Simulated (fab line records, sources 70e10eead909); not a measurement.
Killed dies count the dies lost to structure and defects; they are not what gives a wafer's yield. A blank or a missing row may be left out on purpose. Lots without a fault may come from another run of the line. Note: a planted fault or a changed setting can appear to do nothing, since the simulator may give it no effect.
fab line records	flow nandHarc
record lots=12	wafers=36	lastDay=34
route steps=1302 shown P_M1@300 P_M2@318 END@1302
lots that met no fault: from a run of the same line without faults
startH: hours from the record's opening day to when the first of the lot's shown wafers began	waitH: hours elapsed since this lot's preceding step	" repeats the value in the row above	L1.1+2: a row that stands for several wafers	- either no value or no given start	* or withheld: withheld	< > ~ a bound
route shown NAME@n: names a module that has steps shown in the file, with the first one's number in the route	usual: mean and standard deviation over wafers with no fault	same: alike in all rows	chamber/n: place in a boat	sites: each site's reading	_std_site: how widely they spread, as a standard deviation	_edge_site: inner sites' mean taken away from outer sites' mean	radiusMm: for every site, how far away it sits from the centre of the wafer	mask NAME#n: copy n	behind: the most recent tool/chamber to have shaped the wafer	hold: why the lot went on hold/how many hours it stayed there/how the hold came to an end	device: the transistor (n, p or np) that didn't switch	end of line: tests run on the same wafers once the route is complete	step lacking rows: just its recipe	killed: not the wafer's yield, but the dies lost to structure and defects at the first sort	map: a wafer's dies, marking killed ones x, the rest . and places with no die _
set.NAME: the setting as run; set.NAME@STEP: as run at that earlier step	model.NAME: the simulator's own value behind a step, which no gauge read
the route's steps for a sample of lots (tables are steps, rows are wafers)
services: the hour from which a tool's chamber was out of use, counted from the record's first day as startH (under 0 if before that day), plus the number of hours and why
## steps
# step NHARC_P_M1_ETCH_15
# recipe targetDepthA=1825	timeS=91.2	c4f8FlowSccm=withheld	arFlowSccm=400	rfW=600	biasW=300	chemistry=C4F8/Ar
# usual oesProductAu=0.957/0.022	rfVppV=439.7/2.1
lot.wafer	tool	chamber	startH	waitH	oesProductAu	rfHoursCounterH	rfVppV
L449.1	rieDiel-05	0	-	-	0.943	7	444.4
L449.5	"	2	"	"	0.969	-	438.4
L449.6	"	0	"	"	0.950	-	443.8
L450.1	rieDiel-10	3	-	-	0.966	2	439.5
L450.2	"	0	"	"	0.985	3	439.6
L450.6	"	1	"	"	0.961	-	437.0
L452.3	rieDiel-10	1	-	-	0.966	5	436.1
L452.1	"	2	"	"	0.953	5	439.4
L452.6	"	0	"	"	0.993	-	441.0
L454.2	rieDiel-10	1	-	-	0.916	6	437.3
L454.4	"	0	"	"	0.934	6	441.2
L454.6	"	2	"	"	0.928	-	438.9
L458.3	rieDiel-05	2	-	-	0.940	12	439.4
L458.4	"	0	"	"	0.898	15	443.5
L458.5	"	2	"	"	0.935	-	437.5
L460.2	rieDiel-03	2	-	-	0.971	39	437.8
L460.5	"	3	"	"	1.005	-	441.6
L460.6	"	0	"	"	0.962	-	441.3
L463.2	rieDiel-05	2	-	-	0.964	1	440.1
L463.3	"	3	"	"	0.965	1	441.4
L463.5	"	2	"	"	0.958	-	438.6
L462.1	rieDiel-10	2	-	-	0.962	1	440.0
L462.2	"	3	"	"	0.990	1	438.1
L462.5	"	2	"	"	0.971	-	439.7
L466.1	rieDiel-05	1	-	-	0.946	5	438.3
L466.2	"	2	"	"	0.969	4	438.4
L466.5	"	0	"	"	0.967	-	443.6
L469.1	rieDiel-10	0	-	-	0.949	5	439.6
L469.4	"	2	"	"	0.955	5	440.4
L469.5	"	3	"	"	0.949	-	438.2
L471.2	rieDiel-10	2	-	-	0.959	7	440.1
L471.6	"	3	"	"	0.973	-	437.9
L471.4	"	1	"	"	0.942	-	437.1
L472.1	rieDiel-10	1	-	-	0.952	7	436.4
L472.3	"	2	"	"	0.975	7	440.5
L472.5	"	0	"	"	0.944	-	441.7
# step NHARC_P_M1_ETCH_28
# recipe targetDepthA=300	overEtchFrac=0.3	timeS=72.99	ionEnergyEv=150	cf4FlowSccm=50	n2FlowSccm=100	arFlowSccm=150	rfW=300	biasW=100	chemistry=CF4/N2
# usual drypumpMotorCurrentA=5.7/0.39	n2FlowSccm=100.0/0.34	oesProductAu=1.000/0.012	rfVppV=313.5/1.9	showerheadPlenumPTorr=2.59/0.096	throttleValvePct=19.795/0.0088
lot.wafer	tool	chamber	startH	waitH	drypumpMotorCurrentA	n2FlowSccm	oesProductAu	rfHoursCounterH	rfVppV	showerheadPlenumPTorr	throttleValvePct
L449.1	rieDiel-05	0	-	-	5.5	100.2	0.982	7	315.6	2.73	19.791
L449.6	"	3	"	"	5.6	100.2	1.007	-	315.1	2.68	19.798
L449.5	"	0	"	"	5.5	100.0	0.978	-	315.7	2.73	19.809
L450.2	rieDiel-10	2	-	-	5.4	100.3	1.009	3	314.9	2.60	19.804
L450.1	"	3	"	"	5.2	100.2	0.994	2	312.1	2.53	19.794
L450.6	"	2	"	"	5.4	99.6	1.005	-	314.6	2.60	19.785
L452.1	rieDiel-05	3	-	-	5.6	99.4	0.991	9	315.5	2.68	19.780
L452.3	"	0	"	"	5.5	99.9	0.969	11	316.0	2.73	19.781
L452.6	"	3	"	"	5.6	99.6	0.990	-	314.3	2.68	19.786
L454.4	rieDiel-03	2	-	-	6.2	100.1	0.985	19	310.5	2.46	19.805
L454.2	"	3	"	"	5.8	99.6	1.018	23	315.0	2.62	19.797
L454.6	"	1	"	"	6.3	99.9	1.004	-	316.8	2.73	19.797
L458.3	rieDiel-03	2	-	-	6.2	99.9	0.990	33	310.6	2.46	19.810
L458.4	"	3	"	"	5.8	100.0	1.011	29	313.2	2.62	19.797
L458.5	"	2	"	"	6.2	99.9	1.004	-	309.6	2.46	19.812
L460.2	rieDiel-05	0	-	-	5.5	99.6	0.986	1	316.8	2.73	19.798
L460.6	"	0	"	"	5.5	100.0	0.976	-	316.6	2.73	19.781
L460.5	"	1	"	"	5.5	100.2	0.992	-	312.3	2.51	19.777
L463.3	rieDiel-05	3	-	-	5.6	100.2	1.011	1	315.5	2.68	19.799
L463.2	"	2	"	"	6.2	99.8	1.000	1	311.9	2.51	19.797
L463.5	"	0	"	"	5.4	100.2	0.991	-	316.1	2.73	19.796
L462.1	rieDiel-05	1	-	-	5.5	99.6	0.992	2	314.4	2.51	19.791
L462.2	"	3	"	"	5.6	99.8	1.022	2	314.3	2.68	19.810
L462.5	"	1	"	"	5.5	99.8	0.999	-	312.6	2.51	19.785
L466.1	rieDiel-10	0	-	-	5.9	99.5	1.011	3	315.3	2.59	19.790
L466.2	"	1	"	"	5.6	100.4	0.986	3	311.0	2.46	19.809
L466.5	"	2	"	"	5.4	100.2	0.994	-	313.1	2.59	19.798
L469.1	rieDiel-05	0	-	-	5.5	100.1	0.988	8	316.1	2.73	19.798
L469.4	"	2	"	"	6.2	99.6	1.007	7	312.9	2.51	19.796
L469.5	"	0	"	"	5.5	100.3	0.995	-	314.3	2.73	19.803
L471.2	rieDiel-10	3	-	-	5.2	100.0	1.017	7	312.2	2.52	19.793
L471.4	"	2	"	"	5.4	100.0	1.016	-	312.7	2.59	19.796
L471.6	"	1	"	"	5.6	99.8	0.998	-	310.4	2.46	19.795
L472.3	rieDiel-05	1	-	-	5.5	100.0	0.986	10	313.1	2.51	19.798
L472.1	"	2	"	"	6.2	99.8	1.007	10	311.8	2.51	19.793
L472.5	"	2	"	"	6.2	99.4	1.007	-	311.8	2.51	19.796
# step NHARC_P_M2_DEP_00
# recipe targetThkA=1825	targetThkNm=182.5	tempC=withheld	pressureTorr=5	flowSccm=200	rfW=600	material=SiOC
lot.wafer	tool	chamber	startH	waitH	sinceWetCleanH
L449.1	pecvd-04	1	132.03	-	31
L449.6	"	0	"	"	-
L449.5	"	1	"	"	-
L450.1	pecvd-04	0	137.78	-	37
L450.2	"	1	"	"	37
L450.6	"	1	"	"	-
L452.1	pecvd-04	2	164.67	-	64
L452.3	"	0	"	"	64
L452.6	"	1	"	"	-
L454.2	pecvd-02	2	185.30	0.5	126
L454.4	"	2	"	"	-
L454.6	"	0	"	"	-
L458.3	pecvd-02	0	223.86	-	165
L458.5	"	1	"	"	-
L458.4	"	0	"	"	-
L460.2	pecvd-04	2	249.52	-	149
L460.6	"	0	"	"	-
L460.5	"	1	"	"	-
L463.2	pecvd-02	0	270.75	-	31
L463.3	"	2	"	"	31
L463.5	"	2	"	"	-
L462.2	pecvd-03	2	273.72	-	76
L462.1	"	0	"	"	76
L462.5	"	1	"	"	-
L466.1	pecvd-02	2	298.80	-	59
L466.2	"	1	"	"	59
L466.5	"	1	"	"	-
L469.1	pecvd-03	2	332.21	-	134
L469.5	"	1	"	"	-
L469.4	"	2	"	"	-
L471.2	pecvd-02	0	354.13	-	114
L471.4	"	0	"	"	-
L471.6	"	1	"	"	-
L472.1	pecvd-04	1	362.97	-	81
L472.3	"	2	"	"	81
L472.5	"	1	"	"	-
# step NHARC_P_M2_OVL_MEAS_10
# recipe pitchNm=340
# usual overlayXNm=-0.2/1.1	overlayYNm=0.0/0.93
lot.wafer	tool	chamber	startH	waitH	overlayXNm	overlayYNm
L449.1	overlay-02	-	132.91	-	-0.2	0.5
L449.5	"	-	"	"	-0.6	0.9
L449.6	"	-	"	"	-0.4	0.2
L450.1	overlay-02	-	138.70	-	-0.8	-0.8
L450.2	"	-	"	"	-1.2	-1.4
L450.6	"	-	"	"	-0.7	-0.7
L452.1	overlay-02	-	165.55	-	0.1	1.4
L452.3	"	-	"	"	-0.1	1.4
L452.6	"	-	"	"	0.4	0.9
L454.2	overlay-01	-	186.17	-	2.1	0.1
L454.4	"	-	"	"	1.7	-0.1
L454.6	"	-	"	"	2.2	0.5
L458.3	overlay-02	-	224.69	-	-3.1	0.4
L458.4	"	-	"	"	-3.1	-0.2
L458.5	"	-	"	"	-2.9	-0.1
L460.2	overlay-01	-	250.26	-	-0.4	0.5
L460.5	"	-	"	"	-1.0	0.6
L460.6	"	-	"	"	-0.8	0.5
L463.2	overlay-02	-	271.68	-	0.5	-0.3
L463.3	"	-	"	"	0.0	-0.2
L463.5	"	-	"	"	0.0	-0.3
L462.1	overlay-01	-	274.64	-	-0.4	0.1
L462.2	"	-	"	"	0.0	-0.3
L462.5	"	-	"	"	-0.2	0.0
L466.1	overlay-01	-	299.72	-	0.7	0.1
L466.2	"	-	"	"	0.2	-0.1
L466.5	"	-	"	"	1.1	-0.5
L469.1	overlay-01	-	332.92	-	0.8	-1.2
L469.4	"	-	"	"	1.6	-0.8
L469.5	"	-	"	"	1.3	-1.1
L471.2	overlay-01	-	355.01	-	0.1	1.4
L471.4	"	-	"	"	-0.5	2.2
L471.6	"	-	"	"	-0.2	1.7
L472.1	overlay-01	-	363.84	-	-1.3	-1.8
L472.3	"	-	"	"	-0.4	-1.4
L472.5	"	-	"	"	-1.0	-1.9
# step NHARC_P_M2_INSPECT_11
# usual rawDefectCount=5.1/2.8
lot.wafer	tool	chamber	startH	waitH	rawDefectCount
L449.1	defectInspect-02	-	132.94	0.0	7
L449.5	"	-	"	"	5
L449.6	"	-	"	"	3
L450.1	defectInspect-01	-	138.73	0.0	7
L450.2	"	-	"	"	7
L450.6	"	-	"	"	11
L452.1	defectInspect-02	-	165.58	0.0	2
L452.3	"	-	"	"	3
L452.6	"	-	"	"	7
L454.2	defectInspect-01	-	186.21	0.0	7
L454.4	"	-	"	"	6
L454.6	"	-	"	"	4
L458.3	defectInspect-01	-	224.72	0.0	3
L458.4	"	-	"	"	3
L458.5	"	-	"	"	1
L460.2	defectInspect-02	-	250.29	0.0	6
L460.5	"	-	"	"	4
L460.6	"	-	"	"	5
L463.2	defectInspect-01	-	271.71	0.0	3
L463.3	"	-	"	"	3
L463.5	"	-	"	"	5
L462.1	defectInspect-02	-	274.67	0.0	3
L462.2	"	-	"	"	4
L462.5	"	-	"	"	3
L466.1	defectInspect-01	-	299.76	0.0	1
L466.2	"	-	"	"	3
L466.5	"	-	"	"	3
L469.1	defectInspect-02	-	332.95	0.0	1
L469.4	"	-	"	"	11
L469.5	"	-	"	"	1133
L471.2	defectInspect-01	-	355.05	0.0	3
L471.4	"	-	"	"	3
L471.6	"	-	"	"	5
L472.1	defectInspect-01	-	363.88	0.0	5
L472.3	"	-	"	"	12
L472.5	"	-	"	"	9
# step NHARC_END_SORT_01
# recipe tempC=25
# usual defectLimitedYield=91/3.1	killedAtArray=57/21	killedAtOther=0.9/1.2	killedAtPeriphery=4.2/2.9	killedDies=62/21	killedOpen=3.2/1.8	killedShort=2.4/1.5
# same grossDies=677
lot.wafer	tool	chamber	startH	waitH	defectLimitedYield[%]	killedAtArray	killedAtOther	killedAtPeriphery	killedDies	killedOpen	killedShort
L462.1	prober-01	0	697.59	2.5	96	23	0	1	24	1	0
L469.1	prober-01	0	761.88	2.5	92	51	1	0	52	4	1
L469.4	prober-01	0	764.27	3.4	90	62	0	4	66	4	2
L469.5	prober-01	0	765.07	3.7	77	44	1	109	154	5	2
# killed by level:class
L462.1 A_CHANNEL_HOLE_D1:chamberFilmFlake=9 A_CONTACT:chamberFilmFlake=5 A_STAIRCASE:chamberFilmFlake=2 A_SLIT:chamberFilmFlake=2 A_CHANNEL_FILL_D1:geometricParticle:open=1 P_GATE:chamberFilmFlake=1 A_ZERO_WELL:chamberFilmFlake=1 A_CHANNEL_FILL_D1:chamberFilmFlake=1
L469.1 A_CHANNEL_HOLE_D2:chamberFilmFlake=19 A_CHANNEL_HOLE_D1:chamberFilmFlake=8 A_SLIT:chamberFilmFlake=7 A_CONTACT:chamberFilmFlake=7 A_STAIRCASE:chamberFilmFlake=3 A_WL_FILL:chamberFilmFlake=3 A_DECK1_JOINT:geometricParticle:open=1 A_ONON_D2:geometricParticle:open=1
L469.4 A_CHANNEL_HOLE_D2:chamberFilmFlake=31 A_CHANNEL_HOLE_D1:chamberFilmFlake=9 A_SLIT:chamberFilmFlake=6 A_STAIRCASE:chamberFilmFlake=5 A_CHANNEL_FILL_D2:geometricParticle:open=3 A_WL_FILL:chamberFilmFlake=3 P_ZERO_WELL:chamberFilmFlake=2 A_CONTACT:chamberFilmFlake=2
L469.5 P_M2:unspecified=107 A_CHANNEL_HOLE_D2:chamberFilmFlake=18 A_CHANNEL_HOLE_D1:chamberFilmFlake=8 A_CONTACT:chamberFilmFlake=7 A_SLIT:chamberFilmFlake=4 A_M0:geometricParticle:open=3 P_STI:geometricParticle:short=1 P_CONTACT:geometricParticle:open=1
## services
tool	chamber	startH	hours	kind
rieDiel-05	0	110.60	-	clean
rieDiel-05	1	110.60	-	clean
rieDiel-05	2	110.60	-	clean
rieDiel-05	1	128.12	20.4	repair
rieDiel-05	0	168.87	4.4	repair
pecvd-03	1	178.62	7.4	repair
pecvd-03	-	185.09	13.0	pm
rieDiel-03	3	194.00	15.7	repair
rieDiel-10	0	214.78	1.8	repair
pecvd-02	-	227.00	13.0	pm
rieDiel-05	-	229.60	9.0	pm
rieDiel-10	-	242.50	9.0	pm
rieDiel-03	-	245.04	0.1	repair
rieDiel-10	3	268.32	1.3	repair
pecvd-04	-	269.12	13.0	pm
rieDiel-03	0	269.77	7.4	repair
rieDiel-03	-	281.34	9.0	pm
rieDiel-10	3	295.04	7.8	repair
pecvd-04	-	297.92	3.2	repair
rieDiel-03	0	314.71	3.7	repair
rieDiel-10	0	334.83	22.6	repair
pecvd-03	-	341.62	1.5	repair
pecvd-04	1	348.25	4.9	repair
pecvd-02	0	356.47	15.9	repair
## key
firstSign step=NHARC_P_M2_INSPECT_11	reading=rawDefectCount	direction=up	sigmas=99+	usual=5.1	struck=1133
effect step=NHARC_END_SORT_01	reading=killedAtPeriphery	direction=up	sigmas=36	usual=4.2	struck=109
moreKillsBornAt NHARC_P_M2_DEP_00@pecvd-03=107
metAt NHARC_P_M2_DEP_00
struckLots L469
struckWafers L469.5
notActingAt NHARC_P_M1_ETCH_15,NHARC_P_M1_ETCH_28,NHARC_P_M2_OVL_MEAS_10
onsetBetween 273.72 332.21
fault kind=chamberParticleSource	tool=pecvd-03	chamber=1	onsetH=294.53	steps=NHARC_P_M2_DEP_00	ratePerVisitCm2=1.8027	endH=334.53
